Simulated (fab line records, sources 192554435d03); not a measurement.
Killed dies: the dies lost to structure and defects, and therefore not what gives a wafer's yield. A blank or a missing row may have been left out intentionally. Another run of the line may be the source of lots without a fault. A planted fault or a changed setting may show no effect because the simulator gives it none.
fab line records	flow n5_finfet
record: lots: 7	wafers: 21
route steps=1938 shown BEOL_M9@1417 BEOL_M10@1512 BEOL_M11@1575 BEOL_M12@1605
start_h: start of the lot's first displayed wafer, in hours after the record's first day	wait_h: time in hours since the lot's previous step	" identical to the entry in the row above	L1.1+2: a row that stands for several wafers	- either no value or no given start	* or withheld: withheld	< > ~ a bound
route shown NAME@n: a module of which the file shows steps, and the number in the route of the first	usual: mean/standard deviation of fault-free wafers	same: alike in all rows	chamber/n: place in a boat	sites: the reading at each site	_std_site: standard deviation of those values	_edge_site: the outer-site mean with the inner-site mean subtracted	radius_mm: for every site, how far away it sits from the centre of the wafer	mask NAME#n: copy n	behind: the last tool/chamber to shape the wafer	hold: reason for holding the lot/hours on hold/outcome of the hold	device: the n, p or np transistor that did not switch	end of line: the same wafers' tests at the end of the route	a step without rows: its recipe alone	killed: not the wafer's yield, but the dies lost to structure and defects at the first sort	map: the dies of a wafer, with x for killed, . for not killed, _ for no die there
set.NAME: the run value of the setting; set.NAME@STEP: its run value at that earlier step	model.NAME: the simulator's own value behind a step, which no gauge read
lots where settings were altered on purpose, with a table for each step and a row for each wafer
== steps ==
step: N5_BEOL_M9_DESCUM_16
recipe: chemistry: O2	time_s: 7.9	source_power_w: 50	bias_power_w: 20	pressure_mtorr: 20	rf_frequency_hz: 2.712e+07	temp_c: 40	resist: CAR-ArF	o2_flow_sccm: 225
lot.wafer	tool	chamber	start_h	wait_h	set.time_s
L075.1+2+4	rie_diel-02	2,1,3	211.60	0.0	7.9
L084.4+5	rie_diel-01	1,2	262.13	0.1	7.9
L084.6	"	3	"	"	9.555
L085.1	rie_diel-02	0	272.19	0.0	7.9
L085.3+4	"	2,1	"	"	9.408
L090.1+3	rie_diel-01	0,1	296.80	0.2	7.9
L090.2	"	3	"	"	7.362
L089.1+4+5	rie_diel-05	1,2,3	303.56	0.0	7.9
L091.1+6	rie_diel-01	1	305.84	0.0	7.9
L091.2	"	0	"	"	8.848
L097.2+3+4	rie_diel-05	2,0,1	360.94	0.0	7.9
step: N5_BEOL_M9_ETCH_61
recipe: chemistry: CF4	target: SiARC	target_depth_a: 390	mask_material: CAR-ArF	time_s: 65	ion_energy_ev: 80	pressure_mtorr: 40	source_w: 545	bias_w: 36	Ar_flow_sccm: 100	cf4_flow_sccm: 100	ends: cleared
lot.wafer	tool	chamber	start_h	wait_h	set.time_s@BEOL_M9_DESCUM_16	model.CAR-ArF_of_BEOL_M9_COAT_05.thk_nm
L075.1	rie_diel-02	2	211.63	0.0	7.9	55.6
L075.2	"	1	"	"	7.9	55.8
L075.4	"	3	"	"	7.9	55.4
L084.4	rie_diel-01	1	262.16	0.0	7.9	55.4
L084.5	"	2	"	"	7.9	55.6
L084.6	"	3	"	"	9.555	54.2
L085.1	rie_diel-02	0	272.22	0.0	7.9	55.6
L085.3	"	2	"	"	9.408	54.6
L085.4	"	1	"	"	9.408	54.8
L090.1	rie_diel-01	0	296.83	0.0	7.9	56.4
L090.2	"	3	"	"	7.362	56.6
L090.3	"	1	"	"	7.9	56.6
L089.1	rie_diel-05	1	303.60	0.0	7.9	56.2
L089.4+5	"	2,3	"	"	7.9	55.8
L091.1+6	rie_diel-01	1	305.88	0.0	7.9	55.6
L091.2	"	0	"	"	8.848	55.4
L097.2+3+4	rie_diel-05	2,0,1	360.97	0.0	7.9	55.8
step: N5_BEOL_M9_ETCH_62
recipe: chemistry: N2/H2	target: SOC	target_depth_a: 1100	overetch_a: 220	mask_material: SiARC	temp_c: 40	time_s: 165	ion_energy_ev: 200	pressure_mtorr: 30	source_w: 840	bias_w: 150	n2_flow_sccm: 200	h2_flow_sccm: 200
lot.wafer	tool	chamber	start_h	wait_h	set.time_s	model.SiARC_of_BEOL_M9_COAT_60.thk_nm
L075.1	rie_diel-02	2	211.68	0.0	182.4	22.6
L075.2	"	1	"	"	165	23.4
L075.4	"	3	"	"	182.4	22.8
L084.4+6	rie_diel-01	1,3	262.21	0.0	145	24.2
L084.5	"	2	"	"	145	24.4
L085.1	rie_diel-02	0	272.27	0.0	152.8	23.8
L085.3	"	2	"	"	152.8	23.6
L085.4	"	1	"	"	165	23.2
L090.1	rie_diel-01	0	296.88	0.0	165	23.4
L090.2	"	3	"	"	128.4	24.8
L090.3	"	1	"	"	128.4	25
L089.1	rie_diel-05	1	303.65	0.0	165	23.6
L089.4+5	"	2,3	"	"	165	23.4
L091.1+6	rie_diel-01	1	305.93	0.0	165	23.8
L091.2	"	0	"	"	165	23.6
L097.2	rie_diel-05	2	361.02	0.0	165	23.8
L097.3+4	"	0,1	"	"	165	23.6
step: N5_BEOL_M10_TRENCH_ETCH_37
recipe: chemistry: C4F6/O2	target_depth_a: 1488.3	target: SiCOH_lowk	time_s: 48	ion_energy_ev: 250	pressure_mtorr: 30	source_w: 345	bias_w: 185	Ar_flow_sccm: 300	C4F6_flow_sccm: 10	O2_flow_sccm: 10
lot.wafer	tool	chamber	start_h	wait_h	set.time_s	model.etch.depth_nm	model.BEOL_M10.feature_depth_nm	model.TiN_of_BEOL_M10_HM_DEP_02.thk_nm
L075.1	rie_diel-03	2	-	-	57.89	177.2	177.2	15.2
L075.2	"	3	"	"	57.89	178.6	178.6	15
L075.4	"	3	"	"	48	149	149	16
L084.4	rie_diel-03	2	-	-	41.32	125.9	126	16.4
L084.5	"	2	"	"	48	147.2	147.2	15.8
L084.6	"	1	"	"	41.32	128.8	128.8	16.6
L085.1	rie_diel-06	3	-	-	39.62	120.8	120.8	16.6
L085.3	"	2	"	"	48	148.8	148.8	16
L085.4	"	1	"	"	39.62	123.2	123.2	16.6
L090.1	rie_diel-04	2	-	-	48	148	148	16
L090.2	"	3	"	"	48	149.6	149.6	16
L090.3	"	1	"	"	48	150.3	150.2	16
L091.1	rie_diel-03	2	-	-	48	148	148	16
L091.2	"	1	"	"	38.76	119.4	119.4	16.8
L091.6	"	1	"	"	48	147.8	147.8	16
L089.1	rie_diel-03	2	-	-	48	148	148	16.2
L089.4	"	0	"	"	48	148.4	148.4	16.2
L089.5	"	3	"	"	48	149.9	150	16.2
L097.2	rie_diel-03	1	-	-	55.36	169.7	169.8	15
L097.3	"	0	"	"	48	146.8	146.8	15.8
L097.4	"	2	"	"	48	146.2	146.2	15.8
step: N5_BEOL_M10_ETCH_41
recipe: chemistry: CH3F/O2	target: SiCN	target_depth_a: 426	taper_deg: 2	time_s: 86	ion_energy_ev: 120	mask_material: TiN	pressure_mtorr: 30	source_w: 395	bias_w: 75	Ar_flow_sccm: 150	CH3F_flow_sccm: 30	O2_flow_sccm: 20
step: N5_BEOL_M10_STRIP_77
recipe: chemistry: N2/H2	time_s: 10	power_w: 450	temp_c: 40	pressure_mtorr: 20	rf_frequency_hz: 6e+07	bias_power_w: 7	n2_flow_sccm: 200	h2_flow_sccm: 200
step: N5_BEOL_M10_OCD_MEAS_38
usual: trench_depth_nm: 148.8/1.7
lot.wafer	tool	chamber	start_h	wait_h	set.time_s@BEOL_M10_TRENCH_ETCH_37	trench_depth_nm
L075.1	ocd-01	-	224.39	-	57.89	177.2
L075.2	"	-	"	"	57.89	178.1
L075.4	"	-	"	"	48	149.2
L084.4	ocd-02	-	272.05	-	41.32	126.0
L084.5	"	-	"	"	48	146.8
L084.6	"	-	"	"	41.32	128.5
L085.1	ocd-02	-	282.19	-	39.62	120.7
L085.3	"	-	"	"	48	149.3
L085.4	"	-	"	"	39.62	122.8
L090.1	ocd-02	-	310.57	-	48	148.2
L090.2	"	-	"	"	48	149.4
L090.3	"	-	"	"	48	150.1
L091.1	ocd-02	-	322.23	-	48	148.4
L091.2	"	-	"	"	38.76	119.9
L091.6	"	-	"	"	48	147.1
L089.1	ocd-02	-	322.70	-	48	148.0
L089.4	"	-	"	"	48	148.2
L089.5	"	-	"	"	48	150.1
L097.2	ocd-01	-	370.56	-	55.36	170.0
L097.3	"	-	"	"	48	146.9
L097.4	"	-	"	"	48	146.1
step: N5_BEOL_M10_HM_STRIP_39
recipe: chemistry: peroxide_tin_strip	material: TiN	target_depth_a: 250	temp_c: 50	time_s: 158
step: N5_BEOL_M10_SRD_40
recipe: time_s: 30	temp_c: 23	rinse_liquid: diw	dry: ipa_marangoni
step: N5_BEOL_M10_ECD_50
recipe: material: Cu	target_thk_a: 3180
step: N5_BEOL_M10_ANNEAL_51
recipe: temp_c: 225	time_s: 90	ambient: N2
step: N5_BEOL_M10_CMP_52
recipe: stop_on: SiCOH_lowk	t_overpolish_s: 7	down_force_psi: 1	platen_rpm: 50	clearing_platen_down_force_psi: 1.5	clearing_platen_rpm: 50	post_cmp_clean: cu_alkaline	target_thk_nm: 140	clearing_platen_pad_velocity_m_s: 0.99484	pad_velocity_m_s: 0.99484
lot.wafer	tool	chamber	start_h	wait_h	set.time_s@BEOL_M10_TRENCH_ETCH_37	model.Cu_of_BEOL_M10_ECD_50.thk_nm
L075.2	cmp-04	1	228.49	0.2	57.89	172.4
L075.4	"	2	"	"	48	142.6
L075.1	"	0	"	"	57.89	170.8
L084.4	cmp-01	0	275.89	0.2	41.32	117.8
L084.6	"	1	"	"	41.32	121
L084.5	"	2	"	"	48	138.8
L085.1	cmp-03	1	283.82	0.3	39.62	111.8
L085.4	"	2	"	"	39.62	114.6
L085.3	"	3	"	"	48	141.2
L090.1	cmp-04	0	313.42	0.3	48	139.4
L090.3	"	1	"	"	48	140.2
L090.2	"	2	"	"	48	140.8
L091.1	cmp-04	2	324.35	0.3	48	139
L091.2	"	3	"	"	38.76	108.2
L091.6	"	3	"	"	48	137.4
L089.4	cmp-01	1	325.10	0.2	48	142.6
L089.1	"	3	"	"	48	141.4
L089.5	"	1	"	"	48	142.2
L097.4	cmp-01	0	373.92	0.1	48	138
L097.3	"	2	"	"	48	140.6
L097.2	"	3	"	"	55.36	162.4
step: N5_BEOL_M10_THK_MEAS_53
recipe: thk_meas_gauge: xrf	reads: Cu_of_BEOL_M10_ECD_50
usual: M10_THK: 138.1/2.4
lot.wafer	tool	chamber	start_h	wait_h	set.time_s@BEOL_M10_TRENCH_ETCH_37	M10_THK[nm]
L075.1	film_metro-01	-	228.79	-	57.89	166.6
L075.2	"	-	"	"	57.89	167.9
L075.4	"	-	"	"	48	138.8
L084.4	film_metro-01	-	276.09	0.2	41.32	115.3
L084.5	"	-	"	"	48	136.0
L084.6	"	-	"	"	41.32	118.4
L085.1	film_metro-01	-	284.11	-	39.62	109.8
L085.3	"	-	"	"	48	138.7
L085.4	"	-	"	"	39.62	112.6
L090.1	film_metro-01	-	313.68	-	48	138.3
L090.2	"	-	"	"	48	139.4
L090.3	"	-	"	"	48	138.2
L091.1	film_metro-01	-	324.64	-	48	134.9
L091.2	"	-	"	"	38.76	105.2
L091.6	"	-	"	"	48	132.7
L089.1	film_metro-01	-	325.36	-	48	138.2
L089.4	"	-	"	"	48	139.5
L089.5	"	-	"	"	48	139.1
L097.2	film_metro-01	-	374.21	-	55.36	160.6
L097.3	"	-	"	"	48	138.6
L097.4	"	-	"	"	48	137.3
step: N5_BEOL_M10_PRE_CLEAN_55
recipe: gas: NH3	time_s: 15	temp_c: withheld	rf_power_w: 300
step: N5_BEOL_M10_DEP_56
recipe: material: SiCN	target_thk_a: 150	temp_c: withheld	precursor: 3MS/NH3	pressure_torr: 3	rf_w: 202	time_s: 26.5
step: N5_BEOL_M10_RS_MEAS_57
recipe: thk_meas_gauge: four-point-probe	reads: Cu_of_BEOL_M10_ECD_50+Co_of_BEOL_M10_CVD_75+TaN_of_BEOL_M10_ALD_74
usual: M10_RS: 0.1506/0.0023
lot.wafer	tool	chamber	start_h	wait_h	set.time_s@BEOL_M10_TRENCH_ETCH_37	M10_RS[ohm/sq]
L075.1	film_metro-01	-	228.92	0.1	57.89	0.1214
L075.2	"	-	"	"	57.89	0.1202
L075.4	"	-	"	"	48	0.1476
L084.4	film_metro-01	-	276.22	0.0	41.32	0.1824
L084.5	"	-	"	"	48	0.1520
L084.6	"	-	"	"	41.32	0.1774
L085.1	film_metro-01	-	284.25	0.1	39.62	0.1940
L085.3	"	-	"	"	48	0.1495
L085.4	"	-	"	"	39.62	0.1887
L090.1	film_metro-01	-	313.81	0.1	48	0.1516
L090.2	"	-	"	"	48	0.1498
L090.3	"	-	"	"	48	0.1503
L091.1	film_metro-01	-	324.78	0.1	48	0.1521
L091.2	"	-	"	"	38.76	0.2016
L091.6	"	-	"	"	48	0.1540
L089.1	film_metro-01	-	325.53	0.1	48	0.1490
L089.4	"	-	"	"	48	0.1478
L089.5	"	-	"	"	48	0.1482
L097.2	film_metro-02	-	374.35	0.1	55.36	0.1279
L097.3	"	-	"	"	48	0.1502
L097.4	"	-	"	"	48	0.1530
step: N5_BEOL_M11_VIA_ETCH_34
recipe: chemistry: C4F6/O2	target: SiCOH_lowk	target_depth_a: 1845	mask_material: SOC	taper_deg: 4	time_s: 69.2	ion_energy_ev: 250	pressure_mtorr: 30	source_w: 345	bias_w: 185	Ar_flow_sccm: 300	C4F6_flow_sccm: 10	O2_flow_sccm: 10
lot.wafer	tool	chamber	start_h	wait_h	set.time_s	model.etch.depth_nm	model.SOC_of_BEOL_M11_COAT_63.thk_nm
L075.1	rie_diel-01	0	235.04	0.0	69.2	184.5	92
L075.2	"	3	"	"	69.2	183	92.2
L075.4	"	2	"	"	56.4	149.4	93.6
L084.4	rie_diel-05	1	279.34	0.0	69.2	184.9	92
L084.5	"	1	"	"	64	171.2	92.6
L084.6	"	2	"	"	64	172	92.8
L085.1	rie_diel-02	1	287.65	0.0	69.2	185.7	92.6
L085.3	"	0	"	"	69.2	185.3	92.4
L085.4	"	3	"	"	74.29	195.3	91.6
L090.1	rie_diel-01	3	323.88	0.0	81.39	217.8	90.8
L090.2	"	0	"	"	69.2	187.5	91.8
L090.3	"	1	"	"	69.2	188.8	91.8
L091.1	rie_diel-02	0	331.48	0.0	69.2	182.2	92.2
L091.2	"	1	"	"	69.2	184.7	92.2
L091.6	"	2	"	"	56.77	155.8	93.2
L089.1	rie_diel-01	0	332.78	0.0	69.2	186.1	91.8
L089.4	"	2	"	"	69.2	188	91.8
L089.5	"	1	"	"	69.2	186.6	91.8
L097.2	rie_diel-05	3	379.70	0.0	64.64	174.6	92.4
L097.3	"	2	"	"	64.64	172.5	92.4
L097.4	"	1	"	"	69.2	182.8	92
step: N5_BEOL_M11_TRENCH_ETCH_37
recipe: chemistry: C4F6/O2	target_depth_a: 1488.3	target: SiCOH_lowk	time_s: 48	ion_energy_ev: 250	pressure_mtorr: 30	source_w: 345	bias_w: 185	Ar_flow_sccm: 300	C4F6_flow_sccm: 10	O2_flow_sccm: 10
lot.wafer	tool	chamber	start_h	wait_h	set.time_s	model.BEOL_M11.feature_depth_nm	model.etch.depth_nm	model.TiN_of_BEOL_M11_HM_DEP_02.thk_nm
L075.1	rie_diel-01	0	-	-	43.88	137.4	137.4	16.2
L075.2+4	"	3,2	"	"	48	148.8	148.7	16
L084.4	rie_diel-05	1	-	-	48	147.4	147.4	15.8
L084.5	"	1	"	"	39.76	122.8	122.8	16.6
L084.6	"	2	"	"	48	149.6	149.6	15.8
L085.1	rie_diel-02	1	-	-	52.48	163.2	163.1	15.4
L085.3	"	0	"	"	48	148.2	148.2	16
L085.4	"	3	"	"	48	147	147.1	16
L090.1	rie_diel-01	3	-	-	48	148.2	148.2	16.2
L090.2	"	0	"	"	41.85	129.8	129.8	16.8
L090.3	"	1	"	"	48	150.6	150.6	16.2
L091.1	rie_diel-02	0	-	-	48	149.4	149.3	16.6
L091.2	"	1	"	"	48	150.8	150.7	16.4
L091.6	"	2	"	"	48	153.4	153.4	16.2
L089.1	rie_diel-01	0	-	-	48	151.2	151.1	15.8
L089.4	"	2	"	"	48	152.6	152.5	16
L089.5	"	1	"	"	48	152	152.1	15.8
L097.2	rie_diel-05	3	-	-	48	151	150.9	16
L097.3	"	2	"	"	48	148.6	148.5	16.2
L097.4	"	1	"	"	48	148.8	148.7	16
step: N5_BEOL_M11_ETCH_41
recipe: chemistry: CH3F/O2	target: SiCN	target_depth_a: 426	taper_deg: 2	time_s: 86	ion_energy_ev: 120	mask_material: TiN	pressure_mtorr: 30	source_w: 395	bias_w: 75	Ar_flow_sccm: 150	CH3F_flow_sccm: 30	O2_flow_sccm: 20
step: N5_BEOL_M11_STRIP_77
recipe: chemistry: N2/H2	time_s: 10	power_w: 450	temp_c: 40	pressure_mtorr: 20	rf_frequency_hz: 6e+07	bias_power_w: 7	n2_flow_sccm: 200	h2_flow_sccm: 200
step: N5_BEOL_M11_OCD_MEAS_38
usual: trench_depth_nm: 149.5/1.9
lot.wafer	tool	chamber	start_h	wait_h	set.time_s@BEOL_M11_TRENCH_ETCH_37	trench_depth_nm
L075.1	ocd-02	-	235.33	-	43.88	137.6
L075.2	"	-	"	"	48	148.4
L075.4	"	-	"	"	48	148.9
L084.4	ocd-02	-	279.63	-	48	147.9
L084.5	"	-	"	"	39.76	122.4
L084.6	"	-	"	"	48	149.5
L085.1	ocd-02	-	287.93	-	52.48	163.6
L085.3	"	-	"	"	48	148.2
L085.4	"	-	"	"	48	146.3
L090.1	ocd-02	-	324.16	-	48	148.3
L090.2	"	-	"	"	41.85	129.5
L090.3	"	-	"	"	48	149.9
L091.1	ocd-02	-	331.76	-	48	149.5
L091.2	"	-	"	"	48	151.0
L091.6	"	-	"	"	48	153.2
L089.1	ocd-02	-	333.06	-	48	150.8
L089.4	"	-	"	"	48	152.4
L089.5	"	-	"	"	48	151.8
L097.2	ocd-01	-	379.99	-	48	151.2
L097.3	"	-	"	"	48	148.6
L097.4	"	-	"	"	48	148.2
step: N5_BEOL_M11_HM_STRIP_39
recipe: chemistry: peroxide_tin_strip	material: TiN	target_depth_a: 250	temp_c: 50	time_s: 158
step: N5_BEOL_M11_SRD_40
recipe: time_s: 30	temp_c: 23	rinse_liquid: diw	dry: ipa_marangoni
step: N5_BEOL_M11_ECD_50
recipe: material: Cu	target_thk_a: 3180
step: N5_BEOL_M11_ANNEAL_51
recipe: temp_c: 225	time_s: 90	ambient: N2
step: N5_BEOL_M11_CMP_52
recipe: stop_on: SiCOH_lowk	t_overpolish_s: 7	down_force_psi: 1	platen_rpm: 50	clearing_platen_down_force_psi: 1.5	clearing_platen_rpm: 50	post_cmp_clean: cu_alkaline	target_thk_nm: 140	clearing_platen_pad_velocity_m_s: 0.99484	pad_velocity_m_s: 0.99484
lot.wafer	tool	chamber	start_h	wait_h	set.time_s@BEOL_M11_TRENCH_ETCH_37	model.Cu_of_BEOL_M11_ECD_50.thk_nm
L075.4	cmp-02	0	237.99	0.2	48	139.8
L075.2	"	1	"	"	48	140.6
L075.1	"	2	"	"	43.88	129.6
L084.4	cmp-03	3	282.70	0.2	48	141.4
L084.5	"	2	"	"	39.76	116.4
L084.6	"	3	"	"	48	143.6
L085.4	cmp-03	1	291.00	0.1	48	138.4
L085.1	"	3	"	"	52.48	154
L085.3	"	0	"	"	48	140.6
L090.1	cmp-02	0	326.56	0.3	48	138.8
L090.3	"	1	"	"	48	141.4
L090.2	"	3	"	"	41.85	119.8
L091.1	cmp-02	1	334.33	0.3	48	140.2
L091.2	"	2	"	"	48	142
L091.6	"	1	"	"	48	145.4
L089.1	cmp-03	3	335.62	0.3	48	140.4
L089.4	"	0	"	"	48	142.6
L089.5	"	1	"	"	48	141.6
L097.3	cmp-02	3	382.24	0.2	48	138
L097.4	"	1	"	"	48	139.4
L097.2	"	2	"	"	48	140.4
step: N5_BEOL_M11_THK_MEAS_53
recipe: thk_meas_gauge: xrf	reads: Cu_of_BEOL_M11_ECD_50
usual: M11_THK: 138.8/2.6
lot.wafer	tool	chamber	start_h	wait_h	set.time_s@BEOL_M11_TRENCH_ETCH_37	M11_THK[nm]
L075.1	film_metro-02	-	238.24	-	43.88	128.8
L075.2	"	-	"	"	48	139.5
L075.4	"	-	"	"	48	138.9
L084.4	film_metro-02	-	282.96	-	48	140.0
L084.5	"	-	"	"	39.76	115.9
L084.6	"	-	"	"	48	142.2
L085.1	film_metro-01	-	291.29	-	52.48	150.2
L085.3	"	-	"	"	48	137.5
L085.4	"	-	"	"	48	135.6
L090.1	film_metro-02	-	326.86	-	48	137.6
L090.2	"	-	"	"	41.85	118.6
L090.3	"	-	"	"	48	139.8
L091.1	film_metro-01	-	334.62	-	48	135.5
L091.2	"	-	"	"	48	137.7
L091.6	"	-	"	"	48	141.8
L089.1	film_metro-01	-	335.84	-	48	137.3
L089.4	"	-	"	"	48	139.3
L089.5	"	-	"	"	48	138.5
L097.2	film_metro-02	-	382.53	-	48	139.6
L097.3	"	-	"	"	48	136.9
L097.4	"	-	"	"	48	138.6
step: N5_BEOL_M11_PRE_CLEAN_55
recipe: gas: NH3	time_s: 15	temp_c: withheld	rf_power_w: 300
step: N5_BEOL_M11_DEP_56
recipe: material: SiCN	target_thk_a: 300	temp_c: withheld	precursor: 3MS/NH3	pressure_torr: 3	rf_w: 675	time_s: 10.5
step: N5_BEOL_M11_RS_MEAS_57
recipe: thk_meas_gauge: four-point-probe	reads: Cu_of_BEOL_M11_ECD_50+Co_of_BEOL_M11_CVD_75+TaN_of_BEOL_M11_ALD_74
usual: M11_RS: 0.1500/0.0026
lot.wafer	tool	chamber	start_h	wait_h	set.time_s@BEOL_M11_TRENCH_ETCH_37	M11_RS[ohm/sq]
L075.1	film_metro-01	-	238.37	0.0	43.88	0.1644
L075.2	"	-	"	"	48	0.1502
L075.4	"	-	"	"	48	0.1509
L084.4	film_metro-02	-	283.08	0.0	48	0.1490
L084.5	"	-	"	"	39.76	0.1847
L084.6	"	-	"	"	48	0.1463
L085.1	film_metro-01	-	291.42	0.0	52.48	0.1358
L085.3	"	-	"	"	48	0.1504
L085.4	"	-	"	"	48	0.1527
L090.1	film_metro-01	-	326.98	0.0	48	0.1523
L090.2	"	-	"	"	41.85	0.1792
L090.3	"	-	"	"	48	0.1490
L091.1	film_metro-01	-	334.75	0.0	48	0.1507
L091.2	"	-	"	"	48	0.1483
L091.6	"	-	"	"	48	0.1445
L089.1	film_metro-01	-	335.97	0.0	48	0.1503
L089.4	"	-	"	"	48	0.1477
L089.5	"	-	"	"	48	0.1490
L097.2	film_metro-02	-	382.66	0.0	48	0.1505
L097.3	"	-	"	"	48	0.1529
L097.4	"	-	"	"	48	0.1513
step: N5_BEOL_M12_COAT_04
recipe: spin_rpm: 1625	resist_thk_nm: 400
lot.wafer	tool	chamber	start_h	wait_h	set.spin_rpm	model.coat_of_BEOL_M12_COAT_04.thk_nm
L075.1	litho_track-02	0	-	-	1625	401
L075.2	"	0	"	"	1625	403
L075.4	"	0	"	"	1470	422.6
L084.4	litho_track-02	0	-	-	1696	393.2
L084.5	"	0	"	"	1625	401.8
L084.6	"	0	"	"	1696	394.2
L085.1	litho_track-01	0	-	-	1625	401
L085.3	"	0	"	"	1625	401.2
L085.4	"	0	"	"	1625	399.4
L090.1	litho_track-02	0	-	-	1625	401
L090.2	"	0	"	"	1625	399.6
L090.3	"	0	"	"	1503	416.8
L091.1	litho_track-02	0	-	-	1688	392.4
L091.2	"	0	"	"	1688	391.4
L091.6	"	0	"	"	1688	391.2
L089.1+4	litho_track-01	0	-	-	1625	399.4
L089.5	"	0	"	"	1625	400.8
L097.2	litho_track-02	0	-	-	1682	393.2
L097.3	"	0	"	"	1625	398.4
L097.4	"	0	"	"	1625	400.4
== key ==
split: step: N5_BEOL_M9_DESCUM_16	setting: time_s	stated: 7.9	by: wafer
response: step: N5_BEOL_M9_ETCH_61	reading: model.CAR-ArF_of_BEOL_M9_COAT_05.thk_nm	change: -0.0478	per: 1%	r: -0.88
split: step: N5_BEOL_M9_ETCH_62	setting: time_s	stated: 165	by: wafer
response: step: N5_BEOL_M9_ETCH_62	reading: model.SiARC_of_BEOL_M9_COAT_60.thk_nm	change: -0.0674	per: 1%	r: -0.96
split: step: N5_BEOL_M10_TRENCH_ETCH_37	setting: time_s	stated: 48	by: wafer
response: step: N5_BEOL_M10_TRENCH_ETCH_37	reading: model.etch.depth_nm	change: +1.47	per: 1%	r: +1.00
response: step: N5_BEOL_M10_TRENCH_ETCH_37	reading: model.BEOL_M10.feature_depth_nm	change: +1.47	per: 1%	r: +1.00
response: step: N5_BEOL_M10_TRENCH_ETCH_37	reading: model.TiN_of_BEOL_M10_HM_DEP_02.thk_nm	change: -0.0435	per: 1%	r: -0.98
response: step: N5_BEOL_M10_OCD_MEAS_38	reading: trench_depth_nm	change: +1.46	per: 1%	r: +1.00
response: step: N5_BEOL_M10_CMP_52	reading: model.Cu_of_BEOL_M10_ECD_50.thk_nm	change: +1.5	per: 1%	r: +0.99
response: step: N5_BEOL_M10_THK_MEAS_53	reading: M10_THK	change: +1.46	per: 1%	r: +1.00
response: step: N5_BEOL_M10_RS_MEAS_57	reading: M10_RS	change: -0.00194	per: 1%	r: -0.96
split: step: N5_BEOL_M11_VIA_ETCH_34	setting: time_s	stated: 69.2	by: wafer
response: step: N5_BEOL_M11_VIA_ETCH_34	reading: model.etch.depth_nm	change: +1.67	per: 1%	r: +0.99
response: step: N5_BEOL_M11_VIA_ETCH_34	reading: model.SOC_of_BEOL_M11_COAT_63.thk_nm	change: -0.0689	per: 1%	r: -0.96
split: step: N5_BEOL_M11_TRENCH_ETCH_37	setting: time_s	stated: 48	by: wafer
response: step: N5_BEOL_M11_TRENCH_ETCH_37	reading: model.BEOL_M11.feature_depth_nm	change: +1.51	per: 1%	r: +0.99
response: step: N5_BEOL_M11_TRENCH_ETCH_37	reading: model.etch.depth_nm	change: +1.51	per: 1%	r: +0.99
response: step: N5_BEOL_M11_TRENCH_ETCH_37	reading: model.TiN_of_BEOL_M11_HM_DEP_02.thk_nm	change: -0.0464	per: 1%	r: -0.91
response: step: N5_BEOL_M11_OCD_MEAS_38	reading: trench_depth_nm	change: +1.54	per: 1%	r: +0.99
response: step: N5_BEOL_M11_CMP_52	reading: model.Cu_of_BEOL_M11_ECD_50.thk_nm	change: +1.51	per: 1%	r: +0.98
response: step: N5_BEOL_M11_THK_MEAS_53	reading: M11_THK	change: +1.47	per: 1%	r: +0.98
response: step: N5_BEOL_M11_RS_MEAS_57	reading: M11_RS	change: -0.00205	per: 1%	r: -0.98
split: step: N5_BEOL_M12_COAT_04	setting: spin_rpm	stated: 1625	by: wafer
response: step: N5_BEOL_M12_COAT_04	reading: model.coat_of_BEOL_M12_COAT_04.thk_nm	change: -2.11	per: 1%	r: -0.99
